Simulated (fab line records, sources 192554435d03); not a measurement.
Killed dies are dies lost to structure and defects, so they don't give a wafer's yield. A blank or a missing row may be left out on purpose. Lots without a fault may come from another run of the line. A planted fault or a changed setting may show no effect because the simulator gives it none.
Which tool did it? | flow n5_finfet | 7 lots, 20 wafers sampled, at 4 steps of a route of 1938

WHAT THE GAUGES READ, wafer by wafer
N5_PASSIVATION_CD_MEAS_30: target cd 4000 nm.
lot  | measured     | on        | cd_nm (nm)
L576 | day 12 18:24 | cd_sem-02 | 4005.4 4002.1
L579 | day 13 04:17 | cd_sem-03 | 3995.2 4001.1 3998.1
L586 | day 15 06:29 | cd_sem-03 | 4003.9 4001.5 3999.7
L587 | day 15 06:39 | cd_sem-01 | 4000.6 3999.8 4005.4
L594 | day 17 02:50 | cd_sem-03 | 4003.2 4000.4 4002.0
L595 | day 17 14:43 | cd_sem-01 | 3997.1 4003.8 4000.6
L598 | day 18 03:25 | cd_sem-01 | 4000.0 4001.4 3997.9

WHICH TOOL RAN EACH LOT (tool, then ch and the chambers of the sampled wafers, then the start)
lot  | N5_BEOL_M9_PRE_CLEAN_45      | N5_PASSIVATION_DEGAS_18      | N5_PASSIVATION_PRE_CLEAN_19
L576 | pvd_sputter-02, day 10 10:32 | pvd_sputter-01, day 12 17:45 | pvd_sputter-01, day 12 17:47
L579 | pvd_sputter-02, day 10 23:53 | pvd_sputter-02, day 13 03:38 | pvd_sputter-02, day 13 03:40
L586 | pvd_sputter-02, day 12 10:16 | pvd_sputter-02, day 15 05:43 | pvd_sputter-02, day 15 05:46
L587 | pvd_sputter-02, day 12 22:50 | pvd_sputter-01, day 15 05:43 | pvd_sputter-01, day 15 05:46
L594 | pvd_sputter-02, day 15 02:00 | pvd_sputter-03, day 17 02:11 | pvd_sputter-03, day 17 02:13
L595 | pvd_sputter-01, day 15 09:31 | pvd_sputter-02, day 17 14:03 | pvd_sputter-02, day 17 14:05
L598 | pvd_sputter-03, day 15 23:40 | pvd_sputter-02, day 18 02:45 | pvd_sputter-02, day 18 02:47
- N5_BEOL_M9_PRE_CLEAN_45: time 30 s.
- N5_PASSIVATION_DEGAS_18: time 60 s.
- N5_PASSIVATION_PRE_CLEAN_19

THE ANSWER, worked out from the rows above alone
Rule: what is usual is taken from the lots themselves. Put in order of their means at a reading, lots are off if they are a third of the lots or fewer, leave a main group of 4 or more, and stand apart from it by a gap of 3 or more times the standard deviation of the main group's means; of several such gaps the widest counts. A main group whose means are all the same, to the digits that the tables above print for the reading, isn't used. A lot without any number at a reading at which 4 lots or more have one is off too. The other lots that the step has rows for count as sound.
No lot is off at any reading shown: from this, nothing can be told.

WHAT THE SIMULATOR HAD PUT IN
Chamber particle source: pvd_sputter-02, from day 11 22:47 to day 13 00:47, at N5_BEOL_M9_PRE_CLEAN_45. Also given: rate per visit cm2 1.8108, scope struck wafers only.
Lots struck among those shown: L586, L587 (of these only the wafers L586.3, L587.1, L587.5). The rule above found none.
